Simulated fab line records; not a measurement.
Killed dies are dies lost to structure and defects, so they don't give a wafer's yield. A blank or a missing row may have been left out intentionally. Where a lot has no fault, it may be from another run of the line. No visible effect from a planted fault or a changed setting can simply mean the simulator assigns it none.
fab line records	flow nand-harc
[record] lots = 6	wafers = 18	last-day = 23
route steps=1159 shown P_M2@330 END@1159
lots untouched by any fault: they come from a run of this same line in which no faults occurred
start-h: start of the lot's first displayed wafer, in hours after the record's first day	wait-h: hours since the lot's step before	" unchanged from the row above	L1.1+2: one row covering several wafers at once	- either no value or no given start	* or withheld: withheld	< > ~ a bound
route shown NAME@n: names a module that has steps shown in the file, with the first one's number in the route	usual: mean/standard deviation taken from wafers without a fault	same: alike in all rows	chamber/n: place in a boat	sites: each site's reading	_std_site: the standard deviation of these	_edge_site: mean of outer sites minus mean of inner sites	radius-mm: how far each site lies from the wafer's centre	mask NAME#n: copy n	behind: the last tool/chamber to shape the wafer	hold: cause of the lot's hold/its duration in hours/its outcome	device: which transistor (n, p or np) failed to switch	end of line: the route-end tests of the same wafers	a step without rows: its recipe alone	killed: not the wafer's yield, but the dies lost to structure and defects at the first sort	map: a wafer's dies, marking killed ones x, the rest . and places with no die _
set.NAME: the setting the step ran with; set.NAME@STEP: the setting that earlier step ran with	model.NAME: the simulator's own value behind a step, which no gauge read
lots seen at some steps along the route; tables by step, rows by wafer
services: when a tool's chamber went out of use (start-h, in hours from the record's first day, below 0 if earlier), for how many hours, and the reason
[[steps]]
[step NHARC_P_M2_INSPECT_11]
[usual] raw-defect-count = 4.5/3
lot.wafer	tool	chamber	start-h	wait-h	raw-defect-count
L360.3	defect-inspect-01	-	126.51	0.0	11
L360.4	"	-	"	"	6
L360.6	"	-	"	"	12
L364.2	defect-inspect-01	-	143.36	0.0	5
L364.5	"	-	"	"	4
L364.6	"	-	"	"	2
L369.3	defect-inspect-02	-	174.84	0.0	1
L369.4	"	-	"	"	4
L369.5	"	-	"	"	5
L368.3	defect-inspect-01	-	175.41	0.0	5
L368.4	"	-	"	"	4
L368.6	"	-	"	"	1
L380.3	defect-inspect-02	-	242.32	0.0	4
L380.4	"	-	"	"	4
L380.5	"	-	"	"	2
L379.1	defect-inspect-01	-	242.47	0.0	5
L379.2	"	-	"	"	2
L379.5	"	-	"	"	8
[step NHARC_P_M2_DESCUM_14]
[recipe] time-s = 3	o2-flow-sccm = 200	ar-flow-sccm = 0	bias-power-w = 0	chemistry = O2
[usual] drypump-motor-current-A = 5.8/0.53	oes-product-au = 1.002/0.0099	rf-vpp-V = 57.7/0.98	showerhead-plenum-p-Torr = 1.91/0.099	throttle-valve-pct = 11.312/0.009
lot.wafer	tool	chamber	start-h	wait-h	drypump-motor-current-A	oes-product-au	rf-hours-counter-h	rf-vpp-V	showerhead-plenum-p-Torr	throttle-valve-pct
L360.3	rie-diel-07	2	126.57	0.1	5.9	1.001	13	57.4	1.83	11.319
L360.4	"	3	"	"	5.7	0.989	14	56.3	1.83	11.307
L360.6	"	2	"	"	5.9	0.998	-	57.5	1.83	11.305
L364.2	rie-diel-05	1	143.45	0.1	5.8	1.008	6	58.9	1.97	11.302
L364.5	"	2	"	"	6.0	1.021	-	57.5	1.85	11.323
L364.6	"	3	"	"	6.4	1.012	-	58.5	2.05	11.311
L369.4	rie-diel-05	1	174.91	0.1	5.8	0.983	0	56.8	1.97	11.308
L369.3	"	3	"	"	6.4	1.004	0	55.8	2.05	11.305
L369.5	"	0	"	"	4.8	1.005	-	56.7	1.80	11.330
L368.4	rie-diel-05	2	175.47	0.1	5.9	0.995	0	56.7	1.85	11.303
L368.3	"	3	"	"	6.4	0.995	0	57.0	2.05	11.319
L368.6	"	3	"	"	6.4	1.008	-	60.6	2.05	11.315
L380.3	rie-diel-07	2	242.40	0.1	6.0	0.996	1	57.0	1.82	11.311
L380.4	"	3	"	"	5.7	0.994	1	57.4	1.82	11.313
L380.5	"	1	"	"	5.6	1.006	-	59.3	2.05	11.302
L379.2	rie-diel-03	2	242.53	0.1	6.3	1.010	6	57.2	1.78	11.327
L379.1	"	3	"	"	6.1	1.001	7	58.9	1.91	11.319
L379.5	"	2	"	"	6.3	1.006	-	58.1	1.78	11.318
[step NHARC_P_M2_ETCH_35]
[recipe] target-depth-a = 400	overetch-a = 120	time-s = 43.94	ion-energy-ev = 200	n2-flow-sccm = 150	h2-flow-sccm = 150	ar-flow-sccm = 0	rf-w = 400	bias-w = 150	chemistry = N2/H2
[usual] drypump-motor-current-A = 5.8/0.52	oes-product-au = 0.999/0.01	rf-vpp-V = 430/3.2	showerhead-plenum-p-Torr = 2.03/0.11	throttle-valve-pct = 14.170/0.009
lot.wafer	tool	chamber	start-h	wait-h	drypump-motor-current-A	oes-product-au	rf-hours-counter-h	rf-vpp-V	showerhead-plenum-p-Torr	throttle-valve-pct
L360.4	rie-diel-07	1	126.66	0.1	5.6	0.976	10	436	2.20	14.172
L360.3	"	2	"	"	6.0	0.998	13	427	1.95	14.165
L360.6	"	1	"	"	5.6	0.967	-	435	2.20	14.166
L364.2	rie-diel-05	3	143.51	0.1	6.4	0.999	6	433	2.18	14.172
L364.5	"	2	"	"	5.9	1.004	-	428	1.97	14.160
L364.6	"	3	"	"	6.4	1.002	-	435	2.18	14.155
L369.4	rie-diel-05	0	174.99	0.1	4.8	0.992	0	426	1.91	14.157
L369.3	"	2	"	"	5.9	1.001	0	428	1.97	14.158
L369.5	"	3	"	"	6.4	0.998	-	434	2.18	14.177
L368.4	rie-diel-05	1	175.56	0.1	5.8	0.982	0	433	2.10	14.184
L368.3	"	2	"	"	6.0	1.011	0	430	1.97	14.154
L368.6	"	1	"	"	5.8	0.990	-	433	2.10	14.170
L380.3	rie-diel-07	3	242.46	0.1	5.7	0.992	1	427	1.94	14.157
L380.4	"	2	"	"	5.9	1.007	1	428	1.94	14.166
L380.5	"	3	"	"	5.7	0.994	-	428	1.94	14.176
L379.1	rie-diel-03	2	242.62	0.1	6.3	1.007	6	427	1.90	14.168
L379.2	"	3	"	"	6.2	1.005	7	430	2.03	14.168
L379.5	"	1	"	"	6.1	0.995	-	426	1.89	14.169
[step NHARC_P_M2_ETCH_15]
[recipe] target-depth-a = 1825	time-s = 91.2	c4f8-flow-sccm = withheld	ar-flow-sccm = 400	rf-w = 600	bias-w = 300	chemistry = C4F8/Ar
[step NHARC_P_M2_CD_MEAS_16]
[usual] cd-nm = 169.5/0.67
lot.wafer	tool	chamber	start-h	wait-h	cd-nm
L360.3	cd-sem-02	-	126.88	-	169.8
L360.4	"	-	"	"	168.1
L360.6	"	-	"	"	170.4
L364.2	cd-sem-03	-	143.73	-	169.9
L364.5	"	-	"	"	170.4
L364.6	"	-	"	"	168.6
L369.3	cd-sem-03	-	175.21	-	168.0
L369.4	"	-	"	"	168.7
L369.5	"	-	"	"	169.5
L368.3	cd-sem-03	-	175.78	-	169.2
L368.4	"	-	"	"	169.7
L368.6	"	-	"	"	169.6
L380.3	cd-sem-03	-	242.69	-	170.2
L380.4	"	-	"	"	170.3
L380.5	"	-	"	"	168.7
L379.1	cd-sem-01	-	242.83	-	169.5
L379.2	"	-	"	"	170.0
L379.5	"	-	"	"	170.0
[step NHARC_P_M2_STRIP_18]
[recipe] power-w = 1000	n2-flow-sccm = 150	h2-flow-sccm = 150	ar-flow-sccm = 0	bias-w = 0	chemistry = N2/H2
[usual] drypump-motor-current-A = 5.8/0.46	oes-product-au = 0.999/0.0094	rf-vpp-V = 90.7/0.92	showerhead-plenum-p-Torr = 2.04/0.11	throttle-valve-pct = 14.172/0.0091
lot.wafer	tool	chamber	start-h	wait-h	drypump-motor-current-A	oes-product-au	rf-hours-counter-h	rf-vpp-V	showerhead-plenum-p-Torr	throttle-valve-pct
L360.3	rie-diel-07	1	127.02	0.1	5.7	0.985	10	92.3	2.20	14.182
L360.4	"	2	"	"	5.9	1.004	13	89.7	1.95	14.160
L360.6	"	3	"	"	5.7	0.990	-	91.0	1.95	14.155
L364.2	rie-diel-05	0	143.83	0.1	4.8	0.994	5	89.4	1.91	14.192
L364.5	"	3	"	"	6.4	0.995	-	90.8	2.18	14.177
L364.6	"	0	"	"	4.8	1.000	-	89.4	1.91	14.169
L369.4	rie-diel-07	0	175.31	0.1	5.9	0.986	19	90.2	2.09	14.167
L369.3	"	1	"	"	5.7	0.969	17	91.7	2.20	14.180
L369.5	"	0	"	"	6.0	0.984	-	90.3	2.09	14.165
L368.4	rie-diel-07	3	175.85	0.1	5.7	0.995	21	90.5	1.95	14.165
L368.3	"	2	"	"	5.9	1.014	19	90.3	1.94	14.165
L368.6	"	3	"	"	5.7	0.986	-	90.4	1.95	14.165
L380.3	rie-diel-05	3	242.78	0.1	6.4	1.013	3	92.0	2.18	14.159
L380.4	"	0	"	"	4.8	0.998	3	89.7	1.91	14.155
L380.5	"	2	"	"	5.9	1.016	-	90.8	1.96	14.170
L379.2	rie-diel-07	3	242.91	0.1	5.8	0.992	1	90.0	1.94	14.163
L379.1	"	0	"	"	5.9	1.008	1	90.8	2.08	14.173
L379.5	"	3	"	"	5.7	0.999	-	90.9	1.94	14.176
[step NHARC_P_M2_ETCH_28]
[recipe] target-depth-a = 300	over-etch-frac = 0.3	time-s = 72.99	ion-energy-ev = 150	cf4-flow-sccm = 50	n2-flow-sccm = 100	ar-flow-sccm = 150	rf-w = 300	bias-w = 100	chemistry = CF4/N2
[step NHARC_P_M2_STRIP_19]
[recipe] time-s = 600	temp-c = 30	chemistry = post-etch-residue-remover
[step NHARC_P_M2_DEGAS_29]
[recipe] temp-c = 250	time-s = 60
[usual] heater-power-w = 306/25
lot.wafer	tool	chamber	start-h	wait-h	heater-power-w
L360.3	pvd-sputter-01	-	127.61	-	310
L360.4	"	-	"	"	304
L360.6	"	-	"	"	274
L364.2	pvd-sputter-01	-	144.46	-	303
L364.6	"	-	"	"	315
L364.5	"	-	"	"	313
L369.3	pvd-sputter-03	-	175.93	-	291
L369.4	"	-	"	"	267
L369.5	"	-	"	"	325
L368.3	pvd-sputter-03	-	176.50	-	298
L368.4	"	-	"	"	308
L368.6	"	-	"	"	325
L380.3	pvd-sputter-02	-	243.40	-	306
L380.4	"	-	"	"	330
L380.5	"	-	"	"	327
L379.1	pvd-sputter-01	-	243.57	-	303
L379.2	"	-	"	"	312
L379.5	"	-	"	"	298
[step NHARC_P_M2_PRE_CLEAN_30]
[recipe] time-s = 30	temp-c = 280	gas = H2/He
[usual] heater-power-w = 376/31
lot.wafer	tool	chamber	start-h	wait-h	heater-power-w
L360.3	pvd-sputter-01	-	-	-	364
L360.4	"	-	"	"	380
L360.6	"	-	"	"	334
L364.2	pvd-sputter-01	-	-	-	397
L364.6	"	-	"	"	329
L364.5	"	-	"	"	362
L369.3	pvd-sputter-03	-	-	-	387
L369.4	"	-	"	"	324
L369.5	"	-	"	"	381
L368.4	pvd-sputter-03	-	-	-	319
L368.3	"	-	"	"	363
L368.6	"	-	"	"	387
L380.4	pvd-sputter-02	-	-	-	398
L380.3	"	-	"	"	376
L380.5	"	-	"	"	404
L379.2	pvd-sputter-01	-	-	-	359
L379.1	"	-	"	"	377
L379.5	"	-	"	"	372
[step NHARC_P_M2_PVD_20]
[recipe] target-thk-a = 50	bias-v = 168.6	power-w = 15000	chamber-pressure-pa = 0.12	time-s = 8.06	substrate-temp-c = 50	material = TaN
[step NHARC_P_M2_PVD_21]
[recipe] target-thk-a = 300	chamber-pressure-pa = 5	power-w = 5000	substrate-temp-c = 30	time-s = 20.49	material = Cu
[step NHARC_P_M2_ECD_22]
[recipe] target-thk-a = 4000	bath-temp-c = 25	material = Cu
lot.wafer	tool	chamber	start-h	wait-h
L360.4+3+6	ecd-cu-02	1,0,0	128.06	-
L364.2+5+6	ecd-cu-02	1,0,1	144.86	-
L369.4+3+5	ecd-cu-01	0,1,0	176.38	-
L369.4+3+5	ecd-cu-01	0,1,0	177.28	0.9
L368.4+3+6	ecd-cu-02	0,1,1	176.95	-
L368.4+3+6	ecd-cu-02	0,1,1	177.48	-
L380.3+4+5	ecd-cu-02	0,1,1	243.86	-
L379.2+1+5	ecd-cu-01	0,1,1	244.02	-
[step NHARC_P_M2_ANNEAL_31]
[recipe] temp-c = 225	time-s = 90
[step NHARC_P_M2_CMP_23]
[recipe] t-overpolish-s = 20	target-thk-nm = 144.3
[usual] motor-current-A = 12.6/1.2	time-to-endpoint-s = 28.7/2.3
lot.wafer	tool	chamber	start-h	wait-h	motor-current-A	time-to-endpoint-s
L360.3	cmp-03	3	128.81	-	11.7	29.8
L360.4	"	0	"	"	11.4	33.9
L360.6	"	2	"	"	12.6	35.0
L364.2	cmp-01	1	145.53	-	13.6	25.4
L364.5	"	1	"	"	13.7	27.4
L364.6	"	2	"	"	10.6	24.2
L369.3	cmp-01	1	177.96	-	12.6	56.2
L369.4	"	0	"	"	12.3	60.1
L369.5	"	2	"	"	11.7	58.1
L368.4	cmp-01	3	178.19	-	13.1	58.2
L368.3	"	0	"	"	12.5	58.7
L368.6	"	3	"	"	14.1	57.2
L380.4	cmp-02	3	244.49	-	11.1	29.8
L380.3	"	2	"	"	12.7	28.2
L380.5	"	3	"	"	11.3	31.2
L379.1	cmp-01	3	244.75	-	12.7	28.6
L379.2	"	1	"	"	13.3	27.1
L379.5	"	3	"	"	13.8	28.5
[step NHARC_P_M2_THK_MEAS_24]
[recipe] thk-meas-gauge = xrf
[usual] thk-nm = 144.1/1.4
lot.wafer	tool	chamber	start-h	wait-h	thk-nm
L360.3	film-metro-01	-	129.10	-	144.9
L360.4	"	-	"	"	145.4
L360.6	"	-	"	"	147.6
L364.2	film-metro-01	-	145.85	-	145.4
L364.5	"	-	"	"	145.0
L364.6	"	-	"	"	143.0
L369.3	film-metro-01	-	178.27	-	144.0
L369.4	"	-	"	"	145.3
L369.5	"	-	"	"	144.7
L368.3	film-metro-01	-	178.47	-	141.8
L368.4	"	-	"	"	141.6
L368.6	"	-	"	"	143.3
L380.3	film-metro-01	-	244.81	-	142.8
L380.4	"	-	"	"	146.1
L380.5	"	-	"	"	145.5
L379.1	film-metro-02	-	245.07	-	142.8
L379.2	"	-	"	"	143.0
L379.5	"	-	"	"	143.4
[step NHARC_END_SORT_01]
[recipe] temp-c = 25
[usual] defect-limited-yield = 95.4/1.4	killed-at-array = 27/9.3	killed-at-other = 0.9/1.3	killed-at-periphery = 3.6/2.7	killed-dies = 31/9.7	killed-open = 3.3/1.8	killed-short = 2.0/1.5	sort_bin_2_pct = 1.4/0.63	sort_bin_3_pct = 0.25/0.21	sort_bin_4_pct = 2.9/0.93	sort-n-pass = 646/9.7	sort-rim-yield-pct = 95/3.1	sort-yield-pct = 95.4/1.4
[same] gross-dies = 677	sort_bin_5_pct[%] = 0	sort_bin_6_pct[%] = 0	sort_bin_7_pct[%] = 0	sort_bin_8_pct[%] = 0	sort-rim-n-gross = 106.00
lot.wafer	tool	chamber	start-h	wait-h	defect-limited-yield[%]	killed-at-array	killed-at-other	killed-at-periphery	killed-dies	killed-open	killed-short	sort_bin_2_pct[%]	sort_bin_3_pct[%]	sort_bin_4_pct[%]	sort-n-pass	sort-rim-yield-pct[%]	sort-yield-pct[%]
L364.2	prober-01	0	447.53	2.8	96.6	16	1	6	23	2	0	0.7	0.44	2.2	654	99	96.6
L364.5	prober-01	0	449.92	3.7	96.6	18	1	4	23	5	3	1.3	0.30	1.8	654	94	96.6
L364.6	prober-01	0	450.72	4.0	95.3	24	3	5	32	4	6	1.9	0.44	2.4	645	99	95.3
L369.3	prober-01	0	482.31	3.1	92.5	45	0	6	51	1	1	2.2	0.74	4.6	626	91	92.5
L369.4	prober-01	0	483.10	3.4	92.5	50	0	1	51	3	1	3.1	0.15	4.3	626	87	92.5
L369.5	prober-01	0	483.90	3.7	94.1	34	1	5	40	7	3	1.9	0.30	3.7	637	94	94.1
L368.3	prober-02	0	489.49	3.1	97.2	15	0	4	19	4	1	0.7	0.30	1.8	658	95	97.2
L368.4	prober-02	0	490.28	3.4	97.2	15	0	4	19	5	2	1.2	0.30	1.3	658	98	97.2
L368.6	prober-02	0	491.85	3.9	96.8	18	0	4	22	4	4	1.3	0.15	1.8	655	97	96.8
L379.1	prober-01	0	556.58	2.5	97.5	14	1	2	17	3	2	0.7	0	1.8	660	98	97.5
L379.2	prober-01	0	557.39	2.8	97.5	15	0	2	17	2	2	0.6	0.30	1.6	660	98	97.5
L379.5	prober-01	0	559.81	3.7	97.2	15	1	3	19	0	1	0.9	0.15	1.8	658	93	97.2
// killed by level:class
L364.2 A_SLIT:chamber-film-flake=6 P_M1:chamber-film-flake=5 A_CHANNEL_HOLE_D1:chamber-film-flake=4 A_STAIRCASE:chamber-film-flake=3 A_CONTACT:chamber-film-flake=2 P_M0:geometric-particle:open=1 A_CONTACT:geometric-particle:open=1 THIN_TSV:chamber-film-flake=1
L364.5 A_SLIT:chamber-film-flake=8 A_CHANNEL_FILL_D1:geometric-particle:open=2 A_CHANNEL_HOLE_D1:chamber-film-flake=2 P_GATE:geometric-particle:open=1 P_M0:geometric-particle:open=1 A_CHANNEL_FILL_D1:geometric-particle:short=1 A_SGD_CUT:geometric-particle:short=1 A_CONTACT:geometric-particle:open=1
L364.6 A_SLIT:chamber-film-flake=10 A_CHANNEL_HOLE_D1:chamber-film-flake=3 A_CONTACT:chamber-film-flake=3 A_SGD_CUT:geometric-particle:short=2 P_M1:chamber-film-flake=2 A_STAIRCASE:chamber-film-flake=2 THIN_TSV:chamber-film-flake=2 P_GATE:geometric-particle:open=1
L369.3 A_CHANNEL_HOLE_D1:chamber-film-flake=16 A_SLIT:chamber-film-flake=14 A_CONTACT:chamber-film-flake=8 P_M2:chamber-film-flake=4 A_WL_FILL:chamber-film-flake=4 A_STAIRCASE:chamber-film-flake=2 P_M0:geometric-particle:short=1 A_M1:geometric-particle:open=1
L369.4 A_SLIT:chamber-film-flake=17 A_CHANNEL_HOLE_D1:chamber-film-flake=14 A_CONTACT:chamber-film-flake=6 A_STAIRCASE:chamber-film-flake=5 A_WL_FILL:chamber-film-flake=3 A_ONON_D1:geometric-particle:short=1 A_ONON_D1:geometric-particle:open=1 A_CONTACT:geometric-particle:open=1
L369.5 A_CHANNEL_HOLE_D1:chamber-film-flake=15 A_SLIT:chamber-film-flake=8 A_M0:geometric-particle:open=3 P_M2:chamber-film-flake=3 A_CONTACT:chamber-film-flake=2 P_STI:geometric-particle:short=1 P_GATE:geometric-particle:open=1 A_CHANNEL_HOLE_D1:geometric-particle:open=1
L368.3 A_STAIRCASE:chamber-film-flake=4 A_CONTACT:chamber-film-flake=4 P_M2:chamber-film-flake=2 A_CHANNEL_FILL_D1:geometric-particle:open=1 A_WL_FILL:geometric-particle:short=1 A_WL_FILL:geometric-particle:open=1 A_CONTACT:geometric-particle:open=1 A_M0:geometric-particle:open=1
L368.4 A_STAIRCASE:chamber-film-flake=4 A_CONTACT:geometric-particle:open=3 A_ONON_D1:geometric-particle:short=2 A_CONTACT:chamber-film-flake=2 A_ONON_D1:geometric-particle:open=1 A_M1:geometric-particle:open=1 P_GATE:chamber-film-flake=1 P_CONTACT:chamber-film-flake=1
L368.6 A_CONTACT:chamber-film-flake=4 A_CHANNEL_HOLE_D1:chamber-film-flake=3 A_WL_FILL:geometric-particle:short=2 P_M2:chamber-film-flake=2 A_M0:chamber-film-flake=2 P_CONTACT:geometric-particle:open=1 A_SOURCE_PLATE:geometric-particle:short=1 A_ONON_D1:geometric-particle:open=1
L379.1 A_CHANNEL_HOLE_D1:chamber-film-flake=6 A_BLC:geometric-particle:open=2 A_STAIRCASE:chamber-film-flake=2 A_ONON_D1:geometric-particle:short=1 A_CONTACT:geometric-particle:open=1 A_CONTACT:geometric-particle:short=1 P_STI:chamber-film-flake=1 P_GATE:chamber-film-flake=1
L379.2 A_CONTACT:chamber-film-flake=6 A_CHANNEL_HOLE_D1:chamber-film-flake=2 A_STAIRCASE:chamber-film-flake=2 P_CONTACT:geometric-particle:open=1 A_ONON_D1:geometric-particle:short=1 A_CONTACT:geometric-particle:short=1 A_M0:geometric-particle:open=1 P_STI:chamber-film-flake=1
L379.5 A_CHANNEL_HOLE_D1:chamber-film-flake=6 A_CONTACT:chamber-film-flake=5 P_STI:chamber-film-flake=3 A_STAIRCASE:chamber-film-flake=3 A_WL_FILL:geometric-particle:short=1 THIN_TSV:chamber-film-flake=1
[[services]]
tool	chamber	start-h	hours	kind
rie-diel-07	2	113.00	2.9	repair
cmp-03	-	119.21	0.5	repair
cmp-02	-	133.55	4.0	pm
rie-diel-05	2	134.01	4.2	repair
pvd-sputter-01	-	158.03	10.0	pm
cmp-03	-	158.41	4.0	pm
rie-diel-05	-	163.60	9.0	pm
ecd-cu-02	-	173.03	0.3	repair
cmp-01	-	179.50	4.0	pm
ecd-cu-02	-	180.00	8.0	pm
cmp-01	-	186.85	1.1	repair
pvd-sputter-02	-	187.60	2.7	repair
rie-diel-05	1	195.22	6.1	repair
rie-diel-07	3	195.50	2.0	repair
pvd-sputter-03	-	195.69	6.6	repair
rie-diel-05	2	197.80	8.4	repair
cmp-01	-	207.23	9.4	repair
rie-diel-03	-	215.30	9.0	pm
rie-diel-07	-	224.97	0.5	repair
ecd-cu-01	-	225.89	2.1	repair
pvd-sputter-03	-	226.36	4.4	repair
rie-diel-07	-	228.53	9.0	pm
pvd-sputter-02	-	231.39	10.0	pm
cmp-01	-	239.13	1.4	repair
[[key]]
[first-sign] step = NHARC_P_M2_ECD_22	reading = visit	direction = added
[effect] step = NHARC_P_M2_CMP_23	reading = time-to-endpoint-s	direction = up	sigmas = 13	usual = *	struck = *
met-at NHARC_P_M2_ECD_22
struck-wafers L368.3,L368.4,L368.6,L369.3,L369.4,L369.5
[fault] kind = repeated-step-whole	tool = ecd-cu-01,ecd-cu-02	chamber = -	onset-h = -	steps = NHARC_P_M2_ECD_22	times = 1	scope = struck-lots-only
